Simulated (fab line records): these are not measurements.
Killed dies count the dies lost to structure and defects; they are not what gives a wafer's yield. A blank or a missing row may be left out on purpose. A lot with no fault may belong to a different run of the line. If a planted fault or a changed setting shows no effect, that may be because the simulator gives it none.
Chamber matching	flow n5 finfet	N5_MIM_TOP_ETCH_PECVD_03 on pecvd-02 has 3 sister chambers
The step deposits SiNx from SiH4/NH3/N2, target thk 20 nm, time 17.6 s. 16 wafers are shown with their chamber, then 7 later ones without.

== WAFERS WITH THEIR CHAMBER ==
wafer	chamber	throttle valve pct (%)	showerhead plenum p Torr (Torr)	heater power w (W)
L893.2	2	34.0	5.08	844
L893.5	2	33.9	5.07	843
L895.2	0	37.2	5.07	710
L895.5	0	37.1	5.06	726
L895.6	2	34.3	5.07	844
L898.1	0	37.3	5.07	700
L898.3	2	33.9	5.10	864
L896.1	2	34.2	5.08	806
L896.6	1	38.0	5.11	733
L897.1	2	34.1	5.08	801
L897.6	1	37.8	5.10	759
L904.1	0	36.8	5.07	745
L904.3	1	37.9	5.11	758
L904.4	0	37.1	5.05	730
L907.1	1	37.4	5.10	662
L907.2	0	37.0	5.06	733

SIGNATURES (averages over the wafers above)
reading	chamber 0	chamber 1	chamber 2	scatter within a chamber
throttle valve pct	37.083	37.775	34.067	0.194
showerhead plenum p Torr	5.0633	5.1050	5.0800	0.00892
heater power w	724.00	728.00	833.67	28.6
Rule: for each reading, subtract the chamber's mean from the wafer's reading, divide by that reading's scatter and square the result; add these up over the readings and take the root, which gives the wafer's distance from the chamber. The wafer belongs to the nearest chamber; if the next one is less than 2 further off, it can't be placed. The scatter: the root of (the sum of the squares of (reading less its chamber's mean) over the shown wafers, divided by (wafers less chambers)).

== WAFERS MISSING THEIR CHAMBER ==
wafer	throttle valve pct (%)	showerhead plenum p Torr (Torr)	heater power w (W)
L907.5	37.6	5.10	646
L909.1	34.6	5.08	863
L909.2	37.9	5.10	719
L909.3	37.1	5.06	636
L915.1	37.6	5.10	710
L915.2	37.3	5.06	704
L915.6	34.4	5.07	898

== WHICH CHAMBER EACH WENT THROUGH ==
wafer	from the rows above	in truth
L907.5	1	1
L909.1	2	2
L909.2	1	1
L909.3	0	0
L915.1	1	1
L915.2	0	0
L915.6	2	2
Correct placement for 7 of the 7. Not placeable from these rows: 0. 0 placed wrongly.
